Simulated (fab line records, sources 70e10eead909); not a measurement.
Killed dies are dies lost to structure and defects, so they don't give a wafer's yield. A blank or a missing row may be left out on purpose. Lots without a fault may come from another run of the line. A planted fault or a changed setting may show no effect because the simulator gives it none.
Which tool did it? | flow nand_harc | 24 lots, 72 wafers sampled, at 4 steps of a route of 1159

WHAT THE GAUGES READ, wafer by wafer
NHARC_A_BLC_INSPECT_28.
lot  | measured     | on                | raw_defect_count
L075 | day 17 11:49 | defect_inspect-02 | 529 410 485
L074 | day 17 15:40 | defect_inspect-01 | 237 333 407
L077 | day 17 19:14 | defect_inspect-02 | 333 667 346
L076 | day 17 20:11 | defect_inspect-02 | 430 323 346
L079 | day 17 22:22 | defect_inspect-02 | 380 440 401
L078 | day 18 22:17 | defect_inspect-01 | 298 262 254
L081 | day 19 05:37 | defect_inspect-01 | 399 375 681
L080 | day 19 22:28 | defect_inspect-01 | 417 495 362
L083 | day 20 01:17 | defect_inspect-01 | 327 508 419
L084 | day 20 05:31 | defect_inspect-01 | 313 359 306
L082 | day 20 06:23 | defect_inspect-01 | 640 354 502
L086 | day 21 18:32 | defect_inspect-01 | 529 600 626
L087 | day 21 18:58 | defect_inspect-02 | 377 478 358
L088 | day 22 00:37 | defect_inspect-01 | 331 466 412
L085 | day 22 01:02 | defect_inspect-01 | 346 314 294
L091 | day 22 12:14 | defect_inspect-02 | 483 357 469
L090 | day 22 12:40 | defect_inspect-01 | 553 389 472
L089 | day 22 13:38 | defect_inspect-02 | 390 289 402
L092 | day 22 20:51 | defect_inspect-02 | 621 625 645
L094 | day 22 20:57 | defect_inspect-01 | 520 672 488
L093 | day 23 00:05 | defect_inspect-02 | 295 296 357
L096 | day 23 07:14 | defect_inspect-02 | 475 346 305
L095 | day 23 07:39 | defect_inspect-01 | 393 445 436
L097 | day 23 23:13 | defect_inspect-01 | 450 387 356

NHARC_A_M1_OVL_MEAS_10: pitch 240 nm.
lot  | measured     | on         | overlay_x_nm (nm) | overlay_y_nm (nm)
L075 | day 17 16:51 | overlay-02 | -0.4 -0.9 -0.2    | -0.3 -0.1 0.2
L074 | day 17 20:48 | overlay-02 | 0.9 1.3 0.4       | 0.1 0.1 0.6
L077 | day 18 00:15 | overlay-01 | -1.7 -1.3 -1.1    | 1.0 1.6 1.4
L076 | day 18 01:31 | overlay-01 | -0.5 -0.4 0.2     | -1.0 -1.1 -0.9
L079 | day 18 03:44 | overlay-01 | 0.9 0.8 1.1       | -1.1 -0.7 -0.7
L078 | day 19 03:20 | overlay-02 | 0.8 0.4 0.4       | 0.5 0.0 0.6
L081 | day 19 10:38 | overlay-02 | -0.8 -0.4 -1.3    | 0.1 -0.4 0.2
L080 | day 20 03:47 | overlay-01 | 0.8 1.3 1.1       | -1.0 -0.6 -0.7
L083 | day 20 06:29 | overlay-01 | -0.7 -0.4 -0.7    | -0.5 0.0 0.0
L084 | day 20 10:29 | overlay-01 | -0.1 -0.2 -0.4    | -1.0 -0.5 -1.0
L082 | day 20 11:19 | overlay-01 | 0.8 0.7 0.4       | 0.5 -0.1 -0.1
L086 | day 21 23:52 | overlay-02 | 0.4 0.4 1.0       | -0.4 0.0 -0.6
L087 | day 22 00:22 | overlay-01 | -1.6 -1.0 -1.6    | -1.3 -0.7 -0.7
L088 | day 22 05:44 | overlay-01 | -1.6 -1.5 -0.6    | -0.4 -0.3 -1.0
L085 | day 22 06:11 | overlay-02 | -0.7 -0.8 -0.8    | -1.4 -0.6 -1.5
L091 | day 22 17:12 | overlay-02 | -0.6 -0.2 -0.6    | 0.3 0.7 0.2
L090 | day 22 18:02 | overlay-01 | -0.4 -0.2 -0.1    | -0.1 -0.2 -0.1
L089 | day 22 18:47 | overlay-01 | 0.3 0.0 0.3       | 0.1 0.6 0.4
L092 | day 23 01:53 | overlay-02 | 0.7 0.9 1.6       | 1.3 0.8 1.1
L094 | day 23 02:02 | overlay-02 | -0.2 0.1 0.0      | 0.2 0.2 0.3
L093 | day 23 05:02 | overlay-01 | -0.9 -0.6 0.0     | -0.1 -0.2 0.0
L096 | day 23 12:19 | overlay-02 | -0.4 -0.2 -0.9    | -0.5 -0.6 -0.6
L095 | day 23 12:56 | overlay-01 | -0.1 0.2 -0.2     | -1.4 -1.0 -0.3
L097 | day 24 04:43 | overlay-02 | -0.4 0.2 0.4      | -1.6 -1.7 -1.6

WHICH TOOL RAN EACH LOT (tool, then ch and the chambers of the sampled wafers, then the start)
lot  | NHARC_A_M0_DEGAS_28          | NHARC_A_M0_PRE_CLEAN_31
L075 | pvd_sputter-03, day 17 13:50 | pecvd-04 ch 0,1,2, day 17 15:34
L074 | pvd_sputter-03, day 17 17:40 | pecvd-02 ch 1,2, day 17 19:32
L077 | pvd_sputter-03, day 17 21:10 | pecvd-01 ch 0,2, day 17 22:49
L076 | pvd_sputter-03, day 17 22:25 | pecvd-01 ch 0,1,2, day 18 00:07
L079 | pvd_sputter-03, day 18 00:23 | pecvd-01 ch 0,2, day 18 02:20
L078 | pvd_sputter-03, day 19 00:19 | pecvd-01 ch 0,1, day 19 01:56
L081 | pvd_sputter-02, day 19 07:35 | pecvd-01 ch 0,2, day 19 09:13
L080 | pvd_sputter-03, day 20 00:22 | pecvd-02 ch 0,1,2, day 20 02:24
L083 | pvd_sputter-02, day 20 03:18 | pecvd-01 ch 0,2, day 20 05:13
L084 | pvd_sputter-01, day 20 07:32 | pecvd-01 ch 0,2, day 20 09:14
L082 | pvd_sputter-01, day 20 08:16 | pecvd-01 ch 0,2, day 20 09:54
L086 | pvd_sputter-01, day 21 20:51 | pecvd-04 ch 0,2, day 21 22:29
L087 | pvd_sputter-03, day 21 21:19 | pecvd-02 ch 0,1,2, day 21 22:58
L088 | pvd_sputter-01, day 22 02:40 | pecvd-01 ch 0,2, day 22 04:17
L085 | pvd_sputter-03, day 22 03:07 | pecvd-01 ch 0,1,2, day 22 04:46
L091 | pvd_sputter-03, day 22 14:17 | pecvd-01 ch 0,1,2, day 22 15:58
L090 | pvd_sputter-03, day 22 14:50 | pecvd-04 ch 1,2, day 22 16:41
L089 | pvd_sputter-03, day 22 15:35 | pecvd-04 ch 1,2, day 22 17:22
L092 | pvd_sputter-01, day 22 22:52 | pecvd-04 ch 0,1,2, day 23 00:28
L094 | pvd_sputter-03, day 22 22:59 | pecvd-01 ch 0,1,2, day 23 00:41
L093 | pvd_sputter-03, day 23 02:06 | pecvd-04 ch 0,1, day 23 03:46
L096 | pvd_sputter-03, day 23 09:15 | pecvd-01 ch 0,1,2, day 23 10:54
L095 | pvd_sputter-02, day 23 09:59 | pecvd-02 ch 0,2, day 23 11:40
L097 | pvd_sputter-02, day 24 01:25 | pecvd-01 ch 0,2, day 24 03:23
- NHARC_A_M0_DEGAS_28: time 60 s.
- NHARC_A_M0_PRE_CLEAN_31: time 12 s.

WHAT THE TOOLS THEMSELVES READ (means of the sampled wafers that have a number; where no wafer has one, the mark that the record gives instead)
NHARC_A_M0_DEGAS_28.
lot  | tool           | heater_power_w (W)
L075 | pvd_sputter-03 | 310
L074 | pvd_sputter-03 | 345
L077 | pvd_sputter-03 | 312
L076 | pvd_sputter-03 | 314
L079 | pvd_sputter-03 | 318
L078 | pvd_sputter-03 | 336
L081 | pvd_sputter-02 | 355
L080 | pvd_sputter-03 | 319
L083 | pvd_sputter-02 | 368
L084 | pvd_sputter-01 | 358
L082 | pvd_sputter-01 | 328
L086 | pvd_sputter-01 | 320
L087 | pvd_sputter-03 | 310
L088 | pvd_sputter-01 | 328
L085 | pvd_sputter-03 | 314
L091 | pvd_sputter-03 | 332
L090 | pvd_sputter-03 | 323
L089 | pvd_sputter-03 | 282
L092 | pvd_sputter-01 | 367
L094 | pvd_sputter-03 | 336
L093 | pvd_sputter-03 | 310
L096 | pvd_sputter-03 | 310
L095 | pvd_sputter-02 | 337
L097 | pvd_sputter-02 | 353

NHARC_A_M0_PRE_CLEAN_31.
lot  | tool     | heater_power_w (W)
L075 | pecvd-04 | 634
L074 | pecvd-02 | 566
L077 | pecvd-01 | 631
L076 | pecvd-01 | 640
L079 | pecvd-01 | 636
L078 | pecvd-01 | 612
L081 | pecvd-01 | 593
L080 | pecvd-02 | 568
L083 | pecvd-01 | 568
L084 | pecvd-01 | 628
L082 | pecvd-01 | 575
L086 | pecvd-04 | 672
L087 | pecvd-02 | 580
L088 | pecvd-01 | 581
L085 | pecvd-01 | 650
L091 | pecvd-01 | 604
L090 | pecvd-04 | 624
L089 | pecvd-04 | 573
L092 | pecvd-04 | 648
L094 | pecvd-01 | 622
L093 | pecvd-04 | 549
L096 | pecvd-01 | 635
L095 | pecvd-02 | 641
L097 | pecvd-01 | 595

THE ANSWER, worked out from the rows above alone
Rule: what is usual is taken from the lots themselves. Put in order of their means at a reading, lots are off if they are a third of the lots or fewer, leave a main group of 4 or more, and stand apart from it by a gap of 3 or more times the standard deviation of the main group's means; of several such gaps the widest counts. A main group whose means are all the same, to the digits that the tables above print for the reading, isn't used. A lot without any number at a reading at which 4 lots or more have one is off too. The other lots that the step has rows for count as sound. The gauges are gone through in route order, then the tools' own readings, and for those a lot's mean is taken as printed above. The first step at which some lot is off is used, and at that step the reading that is off furthest; a lot without a number counts as furthest.
No lot is off at any reading shown: from this, nothing can be told.

WHAT THE SIMULATOR HAD PUT IN
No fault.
